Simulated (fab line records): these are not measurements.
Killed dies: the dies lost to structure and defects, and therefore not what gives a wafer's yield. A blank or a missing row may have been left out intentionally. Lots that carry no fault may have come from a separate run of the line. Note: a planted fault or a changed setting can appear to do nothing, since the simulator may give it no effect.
fab line records	flow n5Finfet
record lots=7	wafers=21
route steps=1938 shown SD_EPI_N@267 SD_EPI_P@312 SD_ACTIVATION@330 SDB@361 MOL_CONTACT_COAG@518
startH: the number of hours between the record's first day and the start of the first shown wafer of the lot	waitH: how many hours have passed since the lot's step before this one	" the same as in the row above	L1.1+2: several wafers, shown together as one row	- either no value or no given start	* or withheld: withheld	< > ~ a bound
route shown NAME@n: names a module that has steps shown in the file, with the first one's number in the route	usual: mean and standard deviation over wafers with no fault	same: alike in all rows	chamber/n: place in a boat	sites: the reading at each site	_std_site: the standard deviation of these	_edge_site: outer sites' mean less inner sites'	radiusMm: how far each site lies from the wafer's centre	mask NAME#n: copy n	behind: the last tool/chamber to shape the wafer	hold: reason for holding the lot/hours on hold/outcome of the hold	device: transistor that didn't switch, given as n, p or np	end of line: at the end of the route, the tests of the same wafers	step lacking rows: just its recipe	killed: dies that structure and defects cost at the first sort, which is not the same as the wafer's yield	map: the dies of a wafer, with x for killed, . for not killed, _ for no die there
set.NAME: the setting that was run; set.NAME@STEP: the one run at that earlier step	model.NAME: the simulator's own value behind a step, which no gauge read
one table per step and one row per wafer, for lots whose settings were changed on purpose
## steps
# step N5_SD_EPI_N_EXPOSE_06
# recipe maskId=SD_N_BLK	na=1.35	sourceShape=conventional	sigmaOuter=0.8	polarization=unpolarized	targetCdNm=120	doseMj=39.75
lot.wafer	tool	chamber	startH	waitH	mask	set.doseMj
L077.2	arfiScanner-03	0	68.12	-	SD_N_BLK#0	39.75
L077.4+6	"	0	"	"	SD_N_BLK#0	38.93
L079.1+3+6	arfiScanner-03	0	77.13	-	SD_N_BLK#0	39.75
L081.4	arfiScanner-02	0	90.46	-	SD_N_BLK#0	41.8
L081.5+6	"	0	"	"	SD_N_BLK#0	39.75
L083.2+3+6	arfiScanner-02	0	101.60	-	SD_N_BLK#0	39.75
L086.1+4+6	arfiScanner-01	0	124.95	-	SD_N_BLK#0	38.78
L088.1+3+6	arfiScanner-03	0	140.92	-	SD_N_BLK#0	39.75
L092.2+5	arfiScanner-02	0	163.71	-	SD_N_BLK#0	39.75
L092.4	"	0	"	"	SD_N_BLK#0	42.09
# step N5_SD_EPI_N_PEB_07
# recipe pebTempC=110	pebTimeS=60	resist=CAR-ArF-block
# step N5_SD_EPI_N_DEVELOP_08
# recipe developTimeS=30	developer=TMAH	resist=CAR-ArF-block	devTempC=23	rinseLiquid=diw	dry=airSpin
# step N5_SD_EPI_N_CD_MEAS_09
# recipe targetCdNm=120	landingEnergyEv=500	detector=seInlens
# usual cdNm=120.1/0.55
lot.wafer	tool	chamber	startH	waitH	set.doseMj@SD_EPI_N_EXPOSE_06	cdNm
L077.2	cdSem-03	0	68.24	-	39.75	120.7
L077.4	"	0	"	"	38.93	119.5
L077.6	"	0	"	"	38.93	118.8
L079.1	cdSem-02	0	77.26	-	39.75	119.1
L079.3	"	0	"	"	39.75	119.2
L079.6	"	0	"	"	39.75	119.3
L081.4	cdSem-03	0	90.57	-	41.8	123.5
L081.5	"	0	"	"	39.75	119.5
L081.6	"	0	"	"	39.75	120.1
L083.2	cdSem-02	0	101.72	-	39.75	119.6
L083.3	"	0	"	"	39.75	120.4
L083.6	"	0	"	"	39.75	120.2
L086.1	cdSem-03	0	125.07	-	38.78	118.8
L086.4	"	0	"	"	38.78	119.4
L086.6	"	0	"	"	38.78	119.1
L088.1	cdSem-02	0	141.05	-	39.75	119.7
L088.3	"	0	"	"	39.75	120.6
L088.6	"	0	"	"	39.75	121.1
L092.2	cdSem-03	0	163.83	-	39.75	118.9
L092.4	"	0	"	"	42.09	124.1
L092.5	"	0	"	"	39.75	120.2
# step N5_SD_EPI_N_DESCUM_14
# recipe chemistry=O2	timeS=7.9	sourcePowerW=50	biasPowerW=20	pressureMtorr=20	rfFrequencyHz=2.712e+07	tempC=40	resist=CAR-ArF-block	o2FlowSccm=225
lot.wafer	tool	chamber	startH	waitH	set.doseMj@SD_EPI_N_EXPOSE_06	model.SD_EPI_N.cdNm
L077.2	rieDiel-05	0	68.49	0.2	39.75	120.6
L077.4	"	1	"	"	38.93	119.4
L077.6	"	0	"	"	38.93	118.8
L079.1+3	rieDiel-06	1,2	77.34	0.0	39.75	119.2
L079.6	"	1	"	"	39.75	119.4
L081.4	rieDiel-05	1	90.86	0.2	41.8	123.4
L081.5	"	3	"	"	39.75	119.8
L081.6	"	0	"	"	39.75	120
L083.2	rieDiel-06	0	101.80	0.0	39.75	120
L083.3	"	1	"	"	39.75	120.2
L083.6	"	0	"	"	39.75	120.4
L086.1	rieDiel-06	0	125.19	0.1	38.78	118.8
L086.4+6	"	2	"	"	38.78	119.2
L088.1	rieDiel-02	2	141.39	0.3	39.75	119.8
L088.3	"	1	"	"	39.75	120.4
L088.6	"	3	"	"	39.75	120.8
L092.2	rieDiel-06	0	164.04	0.2	39.75	-
L092.4	"	2	"	"	42.09	124.2
L092.5	"	3	"	"	39.75	120.2
# step N5_SD_EPI_N_ETCH_34
# recipe chemistry=CF4	target=SiARC	targetDepthA=455	maskMaterial=CAR-ArF-block	timeS=75.8	ionEnergyEv=80	pressureMtorr=40	sourceW=545	biasW=36	Ar_flow_sccm=100	cf4FlowSccm=100	ends=cleared
lot.wafer	tool	chamber	startH	waitH	set.doseMj@SD_EPI_N_EXPOSE_06	model.SD_EPI_N.cdNm
L077.2	rieDiel-05	0	68.53	0.0	39.75	120.6
L077.4	"	1	"	"	38.93	119.2
L077.6	"	0	"	"	38.93	118.8
L079.1+3+6	rieDiel-06	1,2,1	77.38	0.0	39.75	119.2
L081.4	rieDiel-05	1	90.89	0.0	41.8	123.4
L081.5	"	3	"	"	39.75	120
L081.6	"	0	"	"	39.75	120.2
L083.2	rieDiel-06	0	101.84	0.0	39.75	119.8
L083.3	"	1	"	"	39.75	120.2
L083.6	"	0	"	"	39.75	120.4
L086.1	rieDiel-06	0	125.22	0.0	38.78	118.8
L086.4	"	2	"	"	38.78	119.2
L086.6	"	2	"	"	38.78	119.4
L088.1	rieDiel-02	2	141.42	0.0	39.75	119.8
L088.3	"	1	"	"	39.75	120.4
L088.6	"	3	"	"	39.75	120.8
L092.2	rieDiel-06	0	164.07	0.0	39.75	119
L092.4	"	2	"	"	42.09	124
L092.5	"	3	"	"	39.75	120.2
# step N5_SD_EPI_N_ETCH_35
# recipe chemistry=N2/H2	target=SOC	overetchA=1080	maskMaterial=SiARC	tempC=40	ionEnergyEv=100	sourceW=3000	biasW=133	pressureMtorr=20	timeS=486	n2FlowSccm=200	h2FlowSccm=200
lot.wafer	tool	chamber	startH	waitH	set.doseMj@SD_EPI_N_EXPOSE_06	model.SD_EPI_N.cdNm
L077.2	rieDiel-05	0	68.58	0.0	39.75	121.2
L077.4	"	1	"	"	38.93	119.2
L077.6	"	0	"	"	38.93	119.8
L079.1+3	rieDiel-06	1,2	77.44	0.0	39.75	120.4
L079.6	"	1	"	"	39.75	120
L081.4	rieDiel-05	1	90.95	0.0	41.8	122
L081.5	"	3	"	"	39.75	120.2
L081.6	"	0	"	"	39.75	119.8
L083.2	rieDiel-06	0	101.89	0.0	39.75	118.6
L083.3+6	"	1,0	"	"	39.75	120.2
L086.1	rieDiel-06	0	125.28	0.0	38.78	120.2
L086.4	"	2	"	"	38.78	120
L086.6	"	2	"	"	38.78	121
L088.1	rieDiel-02	2	141.48	0.0	39.75	119.6
L088.3	"	1	"	"	39.75	120.4
L088.6	"	3	"	"	39.75	119.8
L092.2	rieDiel-06	0	164.13	0.0	39.75	119.8
L092.4	"	2	"	"	42.09	124.6
L092.5	"	3	"	"	39.75	120.8
# step N5_SD_EPI_N_STRIP_36
# recipe chemistry=N2/H2	tempC=40	n2FlowSccm=200	h2FlowSccm=200	rfFrequencyHz=6e+07
# step N5_SD_EPI_N_ETCHBACK_44
# recipe chemistry=CH3F/O2	mode=anisotropicEtchback	target=SiNx	targetDepthA=145	stopOn=SiO2	overEtchFrac=0.3	ionEnergyEv=120	pressureMtorr=30	sourceW=395	biasW=73	Ar_flow_sccm=150	CH3F_flow_sccm=30	O2_flow_sccm=20
lot.wafer	tool	chamber	startH	waitH	set.doseMj@SD_EPI_N_EXPOSE_06	model.SD_EPI_N.cdNm
L077.2	rieDiel-05	0	68.91	0.0	39.75	121.2
L077.4	"	1	"	"	38.93	119.2
L077.6	"	0	"	"	38.93	119.8
L079.1+3	rieDiel-06	1,2	77.76	0.0	39.75	120.4
L079.6	"	1	"	"	39.75	120
L081.4	rieDiel-05	1	91.27	0.0	41.8	122
L081.5	"	3	"	"	39.75	120.2
L081.6	"	0	"	"	39.75	119.8
L083.2	rieDiel-06	0	102.22	0.0	39.75	118.6
L083.3	"	1	"	"	39.75	120.2
L083.6	"	0	"	"	39.75	120
L086.1+4	rieDiel-06	0,2	125.61	0.0	38.78	120.2
L086.6	"	2	"	"	38.78	121
L088.1	rieDiel-02	2	141.80	0.0	39.75	119.6
L088.3	"	1	"	"	39.75	120.2
L088.6	"	3	"	"	39.75	119.8
L092.2	rieDiel-06	0	164.46	0.0	39.75	119.6
L092.4	"	2	"	"	42.09	124.6
L092.5	"	3	"	"	39.75	120.8
# step N5_SD_EPI_N_ETCH_16
# recipe chemistry=CHF3/O2	target=SiO2	targetDepthA=50	maskMaterial=SOC	pressureMtorr=30	sourceW=650	biasW=170	Ar_flow_sccm=200	CHF3_flow_sccm=50	O2_flow_sccm=5	ionEnergyEv=200
lot.wafer	tool	chamber	startH	waitH	set.targetDepthA	model.etch.depthNm
L077.2	rieDiel-05	0	69.11	0.1	55.52	5.698
L077.4	"	1	"	"	50	4.977
L077.6	"	0	"	"	50	5.073
L079.1	rieDiel-06	1	77.96	0.1	45.77	4.601
L079.3	"	2	"	"	45.77	4.54
L079.6	"	1	"	"	50	5.042
L081.4	rieDiel-05	1	91.47	0.1	50	4.965
L081.5	"	3	"	"	50	5.039
L081.6	"	0	"	"	50	5.115
L083.2	rieDiel-06	0	102.42	0.1	50	4.944
L083.3	"	1	"	"	50	4.929
L083.6	"	0	"	"	50	4.901
L086.1	rieDiel-06	0	125.81	0.1	50	4.918
L086.4	"	2	"	"	50	4.911
L086.6	"	2	"	"	50	4.925
L088.1	rieDiel-02	2	142.00	0.1	50	5.027
L088.3	"	1	"	"	50	4.967
L088.6	"	3	"	"	50	5.053
L092.2	rieDiel-06	0	164.66	0.1	54.03	5.329
L092.4	"	2	"	"	54.03	5.444
L092.5	"	3	"	"	50	4.881
# step N5_SD_EPI_P_ETCH_16
# recipe chemistry=CHF3/O2	target=SiO2	targetDepthA=50	maskMaterial=SOC	pressureMtorr=30	sourceW=650	biasW=170	Ar_flow_sccm=200	CHF3_flow_sccm=50	O2_flow_sccm=5	ionEnergyEv=200
lot.wafer	tool	chamber	startH	waitH	set.targetDepthA	model.etch.depthNm
L077.2	rieDiel-04	3	74.28	0.1	50	5.03
L077.4	"	0	"	"	53.57	5.241
L077.6	"	2	"	"	50	4.978
L079.1	rieDiel-03	2	82.80	0.1	50	4.951
L079.3	"	1	"	"	46.84	4.73
L079.6	"	0	"	"	50	4.934
L081.4	rieDiel-03	0	95.91	0.1	50	4.984
L081.5	"	3	"	"	50	5.066
L081.6	"	0	"	"	50	5.012
L083.2	rieDiel-03	2	107.40	0.1	50	4.95
L083.3	"	0	"	"	50	4.908
L083.6	"	2	"	"	50	4.982
L086.1	rieDiel-01	1	130.75	0.1	46.94	4.66
L086.4	"	2	"	"	50	5.096
L086.6	"	3	"	"	50	5.009
L088.1	rieDiel-03	1	146.98	0.1	50	5.054
L088.3	"	0	"	"	46.59	4.599
L088.6	"	0	"	"	46.59	4.6
L092.2	rieDiel-04	3	169.86	0.1	50	5.011
L092.4	"	1	"	"	54.85	5.343
L092.5	"	0	"	"	54.85	5.356
# step N5_SD_EPI_P_EPI_21
# recipe material=SiGe:B	dopant=B	tempC=550	pressureTorr=20	ambient=H2	timeS=355
lot.wafer	tool	chamber	startH	waitH	set.tempC	model.SiGe-B_of_SD_EPI_P_EPI_21.thkNm
L077.2	epiRpcvd-03	0	75.37	0.5	550	61.4
L077.4	"	0	"	"	550	60.8
L077.6	"	0	"	"	553	65.6
L079.1	epiRpcvd-01	0	83.68	0.2	550	60.4
L079.3+6	"	0	"	"	551.2	62.6
L081.4	epiRpcvd-03	0	97.72	1.1	550	60.4
L081.5	"	0	"	"	550	60
L081.6	"	0	"	"	550	59.8
L083.2	epiRpcvd-01	0	108.49	0.5	550	62.2
L083.3	"	0	"	"	550	61.8
L083.6	"	0	109.93	1.8	550	61.4
L086.1	epiRpcvd-01	0	131.58	0.1	548.7	59
L086.4	"	0	132.66	1.1	550	60.6
L086.6	"	0	"	"	548.7	58.6
L088.1	epiRpcvd-01	0	147.71	0.1	546.6	57.2
L088.3	"	0	"	"	546.6	57
L088.6	"	0	149.51	1.8	546.6	56.4
L092.2	epiRpcvd-02	0	170.95	0.5	550	61.2
L092.4+5	"	0	"	"	551.5	63
# step N5_SD_EPI_P_HM_STRIP_48
# recipe chemistry=H3PO4	tempC=160	material=SiNx	target=SiNx	targetDepthA=30	overetchFraction=0.3
lot.wafer	tool	chamber	startH	waitH	set.tempC@SD_EPI_P_EPI_21	model.SiGe-B_of_SD_EPI_P_EPI_21.thkNm
L077.2	wetBench-01	0	77.24	0.0	550	61.2
L077.4	"	7	"	"	550	60.6
L077.6	"	1	"	"	553	65.2
L079.1	wetBench-03	7	86.63	0.0	550	60.2
L079.3	"	0	"	"	551.2	62.2
L079.6	"	6	"	"	551.2	62.4
L081.4	wetBench-03	2	98.89	0.0	550	60
L081.5	"	3	"	"	550	59.8
L081.6	"	1	"	"	550	59.6
L083.2	wetBench-06	7	110.36	0.0	550	62
L083.3	"	4	"	"	550	61.4
L083.6	"	0	"	"	550	61
L086.1	wetBench-01	5	133.81	0.0	548.7	58.6
L086.4	"	3	"	"	550	60.2
L086.6	"	0	"	"	548.7	58.4
L088.1	wetBench-03	6	149.94	0.0	546.6	57
L088.3	"	4	"	"	546.6	56.8
L088.6	"	1	"	"	546.6	56.2
L092.2	wetBench-03	3	172.83	0.0	550	61
L092.4	"	2	"	"	551.5	62.8
L092.5	"	4	"	"	551.5	62.6
# step N5_SD_EPI_P_SRD_49
# recipe dry=ipaMarangoni	timeS=30	tempC=23	rinseLiquid=diw
# step N5_SD_EPI_P_PRECLEAN_24
# recipe chemistry=O3/DIW	timeS=45	tempC=22	o3Ppm=10
lot.wafer	tool	chamber	startH	waitH	set.tempC@SD_EPI_P_EPI_21	model.SiGe-B_of_SD_EPI_P_EPI_21.thkNm
L077.2	wetBench-01	0	77.31	0.0	550	61
L077.4	"	7	"	"	550	60.4
L077.6	"	1	"	"	553	65
L079.1	wetBench-03	7	86.71	0.0	550	60
L079.3+6	"	0,6	"	"	551.2	62.2
L081.4	wetBench-03	2	98.97	0.0	550	60
L081.5	"	3	"	"	550	59.6
L081.6	"	1	"	"	550	59.4
L083.2	wetBench-06	7	110.43	0.0	550	61.8
L083.3	"	4	"	"	550	61.4
L083.6	"	0	"	"	550	61
L086.1	wetBench-01	5	133.88	0.0	548.7	58.4
L086.4	"	3	"	"	550	60.2
L086.6	"	0	"	"	548.7	58.2
L088.1	wetBench-03	6	150.01	0.0	546.6	56.8
L088.3	"	4	"	"	546.6	56.6
L088.6	"	1	"	"	546.6	56
L092.2	wetBench-03	3	172.90	0.0	550	60.8
L092.4+5	"	2,4	"	"	551.5	62.6
# step N5_SD_EPI_P_PRECLEAN_32
# recipe chemistry=dHF	timeS=10	dilution=500:1	tempC=25
# step N5_SD_EPI_P_PRECLEAN_33
# recipe chemistry=SC2	timeS=45	tempC=35	mix=1:1:50
# step N5_SD_ACTIVATION_RTA_00
# recipe tempC=975	timeS=0	ambient=N2	idleTempC=600	rampUpCPerS=150	rampDownCPerS=60	coolToC=600
# step N5_SD_ACTIVATION_LSA_01
# recipe tempC=1080	timeS=0.0008	ambient=N2
# step N5_SD_ACTIVATION_RS_MEAS_03
# recipe thkMeasGauge=four-point-probe
# usual RS_SD_N=21.95/0.23	RS_SD_P=56.0/0.83
lot.wafer	tool	chamber	startH	waitH	set.tempC@SD_EPI_P_EPI_21	RS_SD_N[ohm/sq]	RS_SD_P[ohm/sq]
L077.2	filmMetro-02	-	78.01	0.2	550	22.07	55.2
L077.4	"	-	"	"	550	21.75	55.6
L077.6	"	-	"	"	553	22.06	52.3
L079.1	filmMetro-02	-	87.26	0.2	550	21.66	58.3
L079.3	"	-	"	"	551.2	21.17	55.6
L079.6	"	-	"	"	551.2	21.49	55.4
L081.4	filmMetro-02	-	99.53	0.1	550	21.76	56.5
L081.5	"	-	"	"	550	21.79	57.6
L081.6	"	-	"	"	550	21.86	57.9
L083.2	filmMetro-02	-	110.95	0.2	550	21.84	54.9
L083.3	"	-	"	"	550	21.84	55.8
L083.6	"	-	"	"	550	21.58	56.1
L086.1	filmMetro-02	-	134.42	0.2	548.7	22.09	57.2
L086.4	"	-	"	"	550	21.91	55.1
L086.6	"	-	"	"	548.7	22.03	57.0
L088.1	filmMetro-02	-	150.51	0.2	546.6	22.10	59.8
L088.3	"	-	"	"	546.6	21.64	60.3
L088.6	"	-	"	"	546.6	21.89	61.2
L092.2	filmMetro-02	-	173.45	0.2	550	21.89	55.6
L092.4	"	-	"	"	551.5	21.73	54.2
L092.5	"	-	"	"	551.5	21.71	54.5
# step N5_SDB_ETCH_18
# recipe chemistry=N2/H2	target=SOC	targetDepthA=1000	overetchA=200	maskMaterial=SiARC	tempC=40	timeS=150	ionEnergyEv=200	pressureMtorr=30	sourceW=840	biasW=150	n2FlowSccm=200	h2FlowSccm=200
lot.wafer	tool	chamber	startH	waitH	set.timeS	model.SiARC_of_SDB_COAT_04.thkNm
L077.2	rieDiel-05	0	85.21	0.0	136.8	13
L077.4+6	"	2,1	"	"	150	12.8
L079.1	rieDiel-02	1	94.77	0.0	159.6	12.4
L079.3+6	"	2,1	"	"	150	12.8
L081.4+6	rieDiel-05	3	107.29	0.0	150	12.8
L081.5	"	2	"	"	121.6	13.8
L083.2	rieDiel-02	0	118.95	0.0	150	13
L083.3+6	"	3,0	"	"	150	12.8
L086.1	rieDiel-05	1	142.51	0.0	129.7	13.4
L086.4+6	"	1	"	"	150	12.6
L088.1+6	rieDiel-02	0	158.14	0.0	181.6	11.6
L088.3	"	3	"	"	150	12.8
L092.2	rieDiel-05	1	180.53	0.0	150	12.6
L092.4	"	3	"	"	150	12.8
L092.5	"	1	"	"	137.3	13
# step N5_SDB_CUT_ETCH_26
# recipe chemistry=HBr/Cl2/O2	target=Si	targetDepthA=1296	btTimeS=20	maskMaterial=SiNx	timeS=51.8	ionEnergyEv=*	biasW=*	pressureMtorr=10	icpW=800	HBr_flow_sccm=150	Cl2_flow_sccm=80	O2_flow_sccm=12
lot.wafer	tool	chamber	startH	waitH	set.icpW	model.SDB.featureDepthNm	model.etch.depthNm
L077.2	rieSi-01	1	85.77	0.1	800	129.8	129.8
L077.4	"	3	"	"	800	128.6	128.6
L077.6	"	2	"	"	800	131	130.9
L079.1	rieSi-05	0	95.31	0.1	800	130.8	130.8
L079.3	"	1	"	"	939	137.8	137.8
L079.6	"	2	"	"	800	130.2	130.2
L081.4	rieSi-01	0	108.42	0.1	800	128.2	128.2
L081.5	"	3	"	"	800	127.6	127.6
L081.6	"	2	"	"	800	130	130.1
L083.2	rieSi-01	1	119.50	0.1	800	131.2	131.2
L083.3	"	2	"	"	800	130.6	130.6
L083.6	"	0	"	"	800	129.6	129.6
L086.1	rieSi-02	1	143.62	0.1	800	129.4	129.4
L086.4	"	0	"	"	878.2	136	135.9
L086.6	"	2	"	"	878.2	136	136
L088.1	rieSi-05	2	158.68	0.1	800	131.6	131.7
L088.3	"	1	"	"	691.7	120.8	120.7
L088.6	"	0	"	"	800	132.6	132.6
L092.2	rieSi-02	1	181.07	0.1	744.6	125.2	125.2
L092.4	"	0	"	"	744.6	126.6	126.7
L092.5	"	0	"	"	800	130.6	130.5
# step N5_MOL_CONTACT_COAG_COAT_104
# recipe resist=SiARC	tempC=220	timeS=60	spinRpm=1500	resistThkNm=12
lot.wafer	tool	chamber	startH	waitH	set.spinRpm	model.SiARC_of_MOL_CONTACT_COAG_COAT_104.thkNm
L077.2+4	lithoTrack-03	0	-	-	1500	12
L077.6	"	0	"	"	1654	11.4
L079.1+3	lithoTrack-02	0	-	-	1641	11.4
L079.6	"	0	"	"	1500	12
L081.4+5+6	lithoTrack-04	0	-	-	1500	12
L083.2+3+6	lithoTrack-03	0	-	-	1500	12
L086.1+4+6	lithoTrack-04	0	-	-	1500	12
L088.1+3	lithoTrack-03	0	-	-	1585	11.6
L088.6	"	0	"	"	1500	12
L092.2+4	lithoTrack-04	0	-	-	1500	12
L092.5	"	0	"	"	1556	11.8
# step N5_MOL_CONTACT_COAG_COAT_58
# recipe resist=underlayer	tempC=205	timeS=60	spinRpm=1500	resistThkNm=10
# step N5_MOL_CONTACT_COAG_COAT_02
# recipe resist=CAR-EUV	spinRpm=1500	resistThkNm=30
# step N5_MOL_CONTACT_COAG_DESCUM_13
# recipe chemistry=O2	timeS=7	sourcePowerW=50	biasPowerW=20	pressureMtorr=20	rfFrequencyHz=2.712e+07	tempC=40	resist=CAR-EUV	o2FlowSccm=225
# step N5_MOL_CONTACT_COAG_ETCH_59
# recipe chemistry=N2/H2	target=underlayer	targetDepthA=130	maskMaterial=CAR-EUV	timeS=10.4	ionEnergyEv=200	pressureMtorr=30	sourceW=840	biasW=150	n2FlowSccm=200	h2FlowSccm=200	ends=cleared
# step N5_MOL_CONTACT_COAG_ETCH_105
# recipe chemistry=CF4	target=SiARC	targetDepthA=156	maskMaterial=CAR-EUV	timeS=26	ionEnergyEv=80	pressureMtorr=40	sourceW=545	biasW=36	Ar_flow_sccm=100	cf4FlowSccm=100	ends=cleared
lot.wafer	tool	chamber	startH	waitH	set.spinRpm@MOL_CONTACT_COAG_COAT_104	model.etch.depthNm
L077.2	rieDiel-06	0	107.67	0.0	1500	12.06
L077.4	"	2	"	"	1500	12.07
L077.6	"	0	"	"	1654	11.47
L079.1	rieDiel-02	2	116.16	0.0	1641	11.48
L079.3	"	3	"	"	1641	11.44
L079.6	"	0	"	"	1500	12.03
L081.4	rieDiel-06	0	129.32	0.0	1500	12
L081.5	"	3	"	"	1500	12.02
L081.6	"	1	"	"	1500	11.96
L083.2	rieDiel-06	1	140.04	0.0	1500	12.01
L083.3	"	3	"	"	1500	11.98
L083.6	"	3	"	"	1500	11.99
L086.1+4	rieDiel-06	0,1	164.76	0.0	1500	12.01
L086.6	"	2	"	"	1500	12.02
L088.1	rieDiel-05	2	179.32	0.0	1585	11.65
L088.3	"	3	"	"	1585	11.68
L088.6	"	1	"	"	1500	12
L092.2	rieDiel-05	3	201.63	0.0	1500	12
L092.4	"	0	"	"	1500	12.05
L092.5	"	0	"	"	1556	11.8
## key
split step=N5_SD_EPI_N_EXPOSE_06	setting=doseMj	stated=39.75	by=wafer
response step=N5_SD_EPI_N_CD_MEAS_09	reading=cdNm	change=+0.744	per=1%	r=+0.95
response step=N5_SD_EPI_N_DESCUM_14	reading=model.SD_EPI_N.cdNm	change=+0.683	per=1%	r=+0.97
response step=N5_SD_EPI_N_ETCH_34	reading=model.SD_EPI_N.cdNm	change=+0.706	per=1%	r=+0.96
response step=N5_SD_EPI_N_ETCH_35	reading=model.SD_EPI_N.cdNm	change=+0.597	per=1%	r=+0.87
response step=N5_SD_EPI_N_ETCHBACK_44	reading=model.SD_EPI_N.cdNm	change=+0.606	per=1%	r=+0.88
split step=N5_SD_EPI_N_ETCH_16	setting=targetDepthA	stated=50	by=wafer
response step=N5_SD_EPI_N_ETCH_16	reading=model.etch.depthNm	change=+0.0599	per=1%	r=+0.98
split step=N5_SD_EPI_P_ETCH_16	setting=targetDepthA	stated=50	by=wafer
response step=N5_SD_EPI_P_ETCH_16	reading=model.etch.depthNm	change=+0.0439	per=1%	r=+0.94
split step=N5_SD_EPI_P_EPI_21	setting=tempC	stated=550	by=wafer
response step=N5_SD_EPI_P_EPI_21	reading=model.SiGe-B_of_SD_EPI_P_EPI_21.thkNm	change=+8.1	per=1%	r=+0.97
response step=N5_SD_EPI_P_HM_STRIP_48	reading=model.SiGe-B_of_SD_EPI_P_EPI_21.thkNm	change=+7.72	per=1%	r=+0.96
response step=N5_SD_EPI_P_PRECLEAN_24	reading=model.SiGe-B_of_SD_EPI_P_EPI_21.thkNm	change=+7.92	per=1%	r=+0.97
response step=N5_SD_ACTIVATION_RS_MEAS_03	reading=RS_SD_P	change=-6.52	per=1%	r=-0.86
split step=N5_SDB_ETCH_18	setting=timeS	stated=150	by=wafer
response step=N5_SDB_ETCH_18	reading=model.SiARC_of_SDB_COAT_04.thkNm	change=-0.0527	per=1%	r=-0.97
split step=N5_SDB_CUT_ETCH_26	setting=icpW	stated=800	by=wafer
response step=N5_SDB_CUT_ETCH_26	reading=model.SDB.featureDepthNm	change=+0.599	per=1%	r=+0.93
response step=N5_SDB_CUT_ETCH_26	reading=model.etch.depthNm	change=+0.601	per=1%	r=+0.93
split step=N5_MOL_CONTACT_COAG_COAT_104	setting=spinRpm	stated=1500	by=wafer
response step=N5_MOL_CONTACT_COAG_COAT_104	reading=model.SiARC_of_MOL_CONTACT_COAG_COAT_104.thkNm	change=-0.0618	per=1%	r=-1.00
response step=N5_MOL_CONTACT_COAG_ETCH_105	reading=model.etch.depthNm	change=-0.0587	per=1%	r=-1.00
